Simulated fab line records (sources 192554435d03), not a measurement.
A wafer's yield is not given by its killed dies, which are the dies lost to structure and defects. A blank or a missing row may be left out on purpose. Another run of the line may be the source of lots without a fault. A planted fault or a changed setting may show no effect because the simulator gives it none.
fab line records | flow n5Finfet
record: lots: 4 wafers: 12 lastDay: 21
route steps=1938 shown FIN_CUT@161 BEOL_M4@1111 PASSIVATION@1936
lots that met no fault: from a run of the same line without faults
startH: the number of hours between the record's first day and the start of the first shown wafer of the lot | waitH: hours elapsed since this lot's preceding step | " the same as in the row above | L1.1+2: one row covering several wafers at once | - either no value or no given start | * or withheld: withheld | < > ~ a bound
route shown NAME@n: NAME is a module with steps in the file, n the number in the route of the first one | usual: mean and standard deviation over wafers with no fault | same: alike in all rows | chamber/n: place in a boat | sites: per-site readings | _std_site: how widely they spread, as a standard deviation | _edge_site: outer sites' mean less inner sites' | radiusMm: for every site, how far away it sits from the centre of the wafer | mask NAME#n: copy n | behind: the last tool/chamber to shape the wafer | hold: what put the lot on hold/how long, in hours/how the hold closed | device: whichever transistor did not switch (one of n, p or np) | end of line: tests of these same wafers at the route's end | a step without rows: its recipe alone | killed: dies lost to structure and defects at the first sort, not the wafer's yield | map: a wafer's dies, x killed, . not, _ none there
set.NAME: the setting that was run; set.NAME@STEP: the one run at that earlier step | model.NAME: the simulator's own value behind a step, which no gauge read
lots at some steps of the route; a table a step, a row a wafer
services: from which hour (startH, from the record's first day; less than 0 if before it) a tool's chamber was out of use, for how many hours, and why
== steps ==
step: N5_FIN_CUT_PEB_06
recipe: pebTempC: 100 pebTimeS: 60 resist: CAR-EUV
step: N5_FIN_CUT_DEVELOP_07
recipe: developTimeS: 30 developer: TMAH resist: CAR-EUV rinseLiquid: surfactantRinse dry: airSpin devTempC: 23
step: N5_FIN_CUT_DESCUM_13
recipe: chemistry: O2 timeS: 7 sourcePowerW: 50 biasPowerW: 20 pressureMtorr: 20 rfFrequencyHz: 2.712e+07 tempC: 40 resist: CAR-EUV o2FlowSccm: 225
step: N5_FIN_CUT_ETCH_30
recipe: chemistry: N2/H2 target: underlayer targetDepthA: 130 maskMaterial: CAR-EUV timeS: 10.4 ionEnergyEv: 200 pressureMtorr: 30 sourceW: 840 biasW: 150 n2FlowSccm: 200 h2FlowSccm: 200 ends: cleared
step: N5_FIN_CUT_ETCH_20
recipe: chemistry: CF4 target: SiARC targetDepthA: 260 maskMaterial: CAR-EUV timeS: 43.3 ionEnergyEv: 80 pressureMtorr: 40 sourceW: 545 biasW: 36 Ar_flow_sccm: 100 cf4FlowSccm: 100 ends: cleared
step: N5_FIN_CUT_ETCH_21
recipe: chemistry: N2/H2 target: SOC targetDepthA: 2190 overetchA: 438 maskMaterial: SiARC tempC: 40 ionEnergyEv: 100 biasW: 61 timeS: 523.5 pressureMtorr: 30 sourceW: 850 n2FlowSccm: 200 h2FlowSccm: 200
step: N5_FIN_CUT_STRIP_23
recipe: chemistry: N2/H2 tempC: 40 n2FlowSccm: 200 h2FlowSccm: 200 rfFrequencyHz: 6e+07
step: N5_FIN_CUT_STRIP_31
recipe: chemistry: N2/H2 tempC: 40 n2FlowSccm: 200 h2FlowSccm: 200 rfFrequencyHz: 6e+07
step: N5_FIN_CUT_STRIP_24
recipe: chemistry: CF4 resist: SiARC powerW: 300 biasPowerW: 75 pressureMtorr: 50 cf4FlowSccm: 150 rfFrequencyHz: 6e+07
step: N5_FIN_CUT_CUT_ETCH_26
recipe: chemistry: CH3F/O2 target: SiNx targetDepthA: 390 maskMaterial: SOC timeS: 55.7 pressureMtorr: 30 sourceW: 395 biasW: 73 Ar_flow_sccm: 150 CH3F_flow_sccm: 30 O2_flow_sccm: 20 ionEnergyEv: 120
usual: O2_flow_sccm: 20.00/0.063 drypumpMotorCurrentA: 5.8/0.36 mfcArSccm: 150.0/0.44 oes_f_703_au: 0.81/0.09 oesProductAu: 0.81/0.091 rfFwdPowerW: 391.0/1.6 rfVppV: 296/3.3 showerheadPlenumPTorr: 2.00/0.06 throttleValvePct: 16.36/0.2
columns lot.wafer tool chamber startH waitH O2_flow_sccm drypumpMotorCurrentA mfcArSccm oes_f_703_au oesProductAu rfFwdPowerW rfHoursCounterH rfVppV showerheadPlenumPTorr throttleValvePct model.etch.depthNm model.SOC_of_FIN_CUT_COAT_18.thkNm
L335.2 rieDiel-06 2 47.16 0.0 20.02 5.5 150.6 0.85 0.85 390.0 66 297 2.04 16.22 39.32 211
L335.3 " 3 " " 19.89 5.8 149.3 0.72 0.72 391.3 193 293 1.90 16.20 38.54 210.6
L335.5 " 0 " " 20.11 6.5 150.5 0.81 0.81 390.7 - 299 2.10 16.26 38.92 211
L345.1 rieDiel-06 2 107.85 0.0 19.99 5.5 151.1 0.58 0.78 292.9 84 337 2.03 16.25 35.69 213
L345.3 " 0 " " 20.11 6.5 149.7 0.56 0.74 297.1 122 340 2.09 16.29 35.24 214
L345.5 " 3 " " 19.98 5.8 149.9 0.49 0.66 294.3 - 334 1.90 16.24 34.9 214
L347.4 rieDiel-06 1 117.91 0.0 20.07 6.3 150.1 0.47 0.63 298.0 249 332 1.97 16.78 35.01 211.8
L347.5 " 2 " " 20.04 5.5 150.2 0.59 0.78 295.8 - 339 2.03 16.26 35.56 212.6
L347.6 " 1 " " 20.05 6.3 150.2 0.47 0.62 296.6 - 332 1.97 16.80 34.71 213
L348.1 rieDiel-03 3 123.49 0.0 19.98 6.2 150.0 0.85 0.84 391.2 77 292 1.94 16.14 39.36 210.6
L348.2 " 2 " " 20.04 5.9 149.7 0.88 0.88 393.5 35 295 2.04 16.24 39.45 209.8
L348.4 " 0 " " 20.03 6.0 150.4 0.91 0.91 390.4 22 301 1.97 16.40 39.23 210.6
step: N5_FIN_CUT_CUT_ETCH_27
recipe: chemistry: CHF3/O2 target: SiO2 targetDepthA: 40 maskMaterial: SOC overetchA: 20 timeS: 4.9 pressureMtorr: 30 sourceW: 650 biasW: 170 Ar_flow_sccm: 200 CHF3_flow_sccm: 50 O2_flow_sccm: 5 ionEnergyEv: 200
step: N5_FIN_CUT_PRECLEAN_35
recipe: timeS: 13.3 tempC: 45 pressureTorr: 125 pHfTorr: 3 pCoreactantTorr: 25 chemistry: vHF
step: N5_FIN_CUT_CUT_ETCH_15
recipe: chemistry: HBr/Cl2/O2 target: Si targetDepthA: 1000 btTimeS: 10 maskMaterial: SOC timeS: 42.4 ionEnergyEv: * biasW: * pressureMtorr: 10 icpW: 800 HBr_flow_sccm: 150 Cl2_flow_sccm: 80 O2_flow_sccm: 12
step: N5_FIN_CUT_CUT_ETCH_28
recipe: chemistry: HBr/Cl2/O2 target: Si targetDepthA: 60 maskMaterial: SOC timeS: 2.4 ionEnergyEv: * biasW: * pressureMtorr: 10 icpW: 800 HBr_flow_sccm: 150 Cl2_flow_sccm: 80 O2_flow_sccm: 12
usual: O2_flow_sccm: 12.00/0.036 drypumpMotorCurrentA: 5.8/0.36 oesProductAu: 0.994/0.018 rfFwdPowerW: * throttleValvePct: 36.99/0.25
columns lot.wafer tool chamber startH waitH O2_flow_sccm drypumpMotorCurrentA oesProductAu rfFwdPowerW rfHoursCounterH throttleValvePct model.SOC_of_FIN_CUT_COAT_18.thkNm
L335.2 rieSi-06 3 47.41 0.0 12.04 5.9 1.018 * 133 37.10 168.8
L335.3 " 0 " " 12.05 5.6 0.976 * 60 37.34 167.4
L335.5 " 3 " " 12.00 5.9 1.021 * - 37.09 168.8
L345.1 rieSi-06 0 108.10 0.0 11.93 5.6 0.970 * 61 37.35 169.4
L345.3 " 3 " " 12.06 5.9 1.018 * 134 37.09 171.2
L345.5 " 2 " " 12.00 6.1 0.978 * - 36.62 170.8
L347.4 rieSi-06 0 118.16 0.0 11.99 5.6 0.976 * 61 37.36 168.4
L347.5 " 2 " " 11.99 6.1 0.979 * - 36.59 169.6
L347.6 " 1 " " 12.04 6.1 0.991 * - 37.06 170.6
L348.1 rieSi-06 1 123.74 0.0 11.97 6.1 0.986 * 50 37.04 168.4
L348.2 " 3 " " 12.06 5.9 1.016 * 134 37.08 167.6
L348.4 " 0 " " 11.98 5.6 0.972 * 61 37.35 167.6
step: N5_FIN_CUT_STRIP_22
recipe: chemistry: N2/H2 powerW: 500 tempC: 40 pressureMtorr: 50 rfFrequencyHz: 6e+07 overashFraction: 0.3 biasPowerW: 8 h2Frac: 0.5 n2FlowSccm: 300 h2FlowSccm: 300
step: N5_BEOL_M4_RC_MEAS_101
usual: DIBL_N: 36.3/1.1 DIBL_P: 36.3/1.4 IOFF_N: 0.155/0.019 IOFF_P: 0.211/0.027 ION_N: 672/8.5 ION_P: 462/5.8 SS_N: 71.5/0.56 SS_P: 73.3/0.52 VT_N: 249.9/2.5 VT_P: -249.8/2.8
columns lot.wafer tool chamber startH waitH DIBL_N[mV/V] DIBL_P[mV/V] IOFF_N[nA/um] IOFF_P[nA/um] ION_N[uA/um] ION_P[uA/um] SS_N[mV/dec] SS_P[mV/dec] VT_N[mV] VT_P[mV]
L335.2 prober-01 0 219.99 0.2 36.1 36.9 0.144 0.220 668 467 71.6 72.2 251.3 -248.3
L335.3 " 0 " " 35.6 37.1 0.138 0.219 668 465 71.4 73.3 252.5 -249.1
L335.5 " 0 " " 37.0 39.1 0.171 0.263 678 469 71.3 73.4 251.1 -247.9
L345.1 prober-01 0 346.49 0.0 37.2 38.0 0.160 0.261 667 461 72.4 74.0 251.0 -245.5
L345.3 " 0 " " 37.6 37.7 0.167 0.255 670 464 72.8 73.9 249.2 -244.0
L345.5 " 0 " " 37.1 35.7 0.153 0.217 664 457 73.1 73.4 250.6 -251.0
L348.1 prober-01 0 351.28 0.0 34.7 36.1 0.133 0.200 662 465 71.6 72.9 254.5 -250.6
L348.2 " 0 " " 36.5 37.6 0.151 0.209 661 458 72.0 73.4 251.8 -251.9
L348.4 " 0 " " 34.4 35.6 0.121 0.182 649 455 71.0 72.5 253.4 -251.4
L347.4 prober-01 0 391.78 0.5 35.9 36.0 0.159 0.206 676 458 71.5 72.8 250.5 -248.7
L347.5 " 0 " " 36.1 36.5 0.168 0.222 681 466 71.4 73.5 247.5 -247.2
L347.6 " 0 " " 35.2 35.5 0.148 0.201 674 467 70.6 73.2 250.6 -250.8
step: N5_PASSIVATION_PROBE_49
usual: defectLimitedYield: 91.4/1.2 killed_at_M0_to_M3: 34/10 killed_at_M4_up: 14/5.1 killedAtContacts: 12/6.4 killedAtFrontEnd: 38/9.3 killedAtOther: 4/3 killedDies: 102/15 killedOpen: 67/12 killedShort: 33/6.9 sort_bin_5_function: 5.0/0.86 sort_bin_6_memory: 3.2/0.58 sortNPass: 1078/15 sortYieldPct: 91.4/1.2
same: grossDies: 1180 killedAtBackSide: 0 sort_bin_4_leakage[%]: 0 sort_bin_8_speed[%]: 0
columns lot.wafer tool chamber startH waitH defectLimitedYield[%] killed_at_M0_to_M3 killed_at_M4_up killedAtContacts killedAtFrontEnd killedAtOther killedDies killedOpen killedShort sort_bin_5_function[%] sort_bin_6_memory[%] sortNPass sortYieldPct[%]
L348.1 prober-02 - 451.83 0.0 89.9 41 13 9 50 6 119 80 39 5.3 4.2 1061 89.9
L348.2 prober-02 - 451.88 0.1 91.9 27 21 7 28 13 96 67 27 4.3 3.7 1084 91.9
L348.4 prober-02 - 451.98 0.2 92.5 23 17 6 35 8 89 61 28 5.1 2.1 1091 92.5
killed by level:class
L348.1 STI_FIN_REVEAL:geometricParticle:open=22 BEOL_M0_SAQP:geometricParticle:short=10 BEOL_M3:geometricParticle:open=9 FIN_SAQP:geometricParticle:short=7 MOL_CONTACT_COAG:geometricParticle:open=7 BEOL_M1:geometricParticle:open=7 BEOL_M0_SAQP:geometricParticle:open=6 FIN_SAQP:geometricParticle:open=5
L348.2 BEOL_M4:geometricParticle:open=11 STI_FIN_REVEAL:geometricParticle:open=8 BEOL_M0_SAQP:geometricParticle:open=8 BEOL_M2:geometricParticle:open=7 MOL_CONTACT_COAG:geometricParticle:open=6 FIN_SAQP:geometricParticle:open=4 DUMMY_GATE:geometricParticle:open=4 PAD_METAL:geometricParticle:short=4
L348.4 STI_FIN_REVEAL:geometricParticle:open=8 MOL_CONTACT_COAG:geometricParticle:open=6 BEOL_M3:geometricParticle:open=6 FIN_SAQP:geometricParticle:short=5 BEOL_M0_SAQP:geometricParticle:open=5 BEOL_M2:geometricParticle:open=5 BEOL_M4:geometricParticle:open=5 STI_FIN_REVEAL:geometricParticle:short=4
== services ==
columns tool chamber startH hours kind
rieDiel-06 - 25.45 0.3 repair
rieDiel-03 0 29.64 - clean
rieDiel-03 0 29.64 - consumableReplace:focusRing
rieDiel-03 0 29.64 14.0 scheduledDown
rieDiel-03 0 29.64 14.0 ventCycle
rieDiel-03 - 82.64 0.7 repair
rieSi-06 0 89.30 10.1 repair
rieSi-06 3 95.45 8.2 repair
rieDiel-03 3 106.94 1.8 repair
rieDiel-06 1 123.02 - clean
rieDiel-06 1 123.02 - consumableReplace:focusRing
rieDiel-06 1 123.02 17.3 scheduledDown
rieDiel-06 1 123.02 17.3 ventCycle
== key ==
firstSign: step: N5_FIN_CUT_CUT_ETCH_26 reading: rfFwdPowerW direction: down sigmas: 59 usual: * struck: *
effect: step: N5_FIN_CUT_CUT_ETCH_26 reading: rfVppV direction: up sigmas: 12 usual: 296 struck: 336
modelEffect: step: N5_FIN_CUT_CUT_ETCH_26 value: etch.depthNm without: 39.04 struck: 35.19
modelEffect: step: N5_FIN_CUT_CUT_ETCH_28 value: SOC_of_FIN_CUT_COAT_18.thkNm without: 168.2 struck: 170
metAt N5_FIN_CUT_CUT_ETCH_26
struckWafers L345.1,L345.3,L345.5,L347.4,L347.5,L347.6
onsetBetween 47.16 107.85
fault: kind: processParameterDrift tool: rieDiel-06 chamber: - onsetH: 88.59 steps: N5_FIN_CUT_CUT_ETCH_26 channel: sourceW offset: -94.8 shape: step endH: 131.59 actsIn: theseRecipesOnly stated: 395
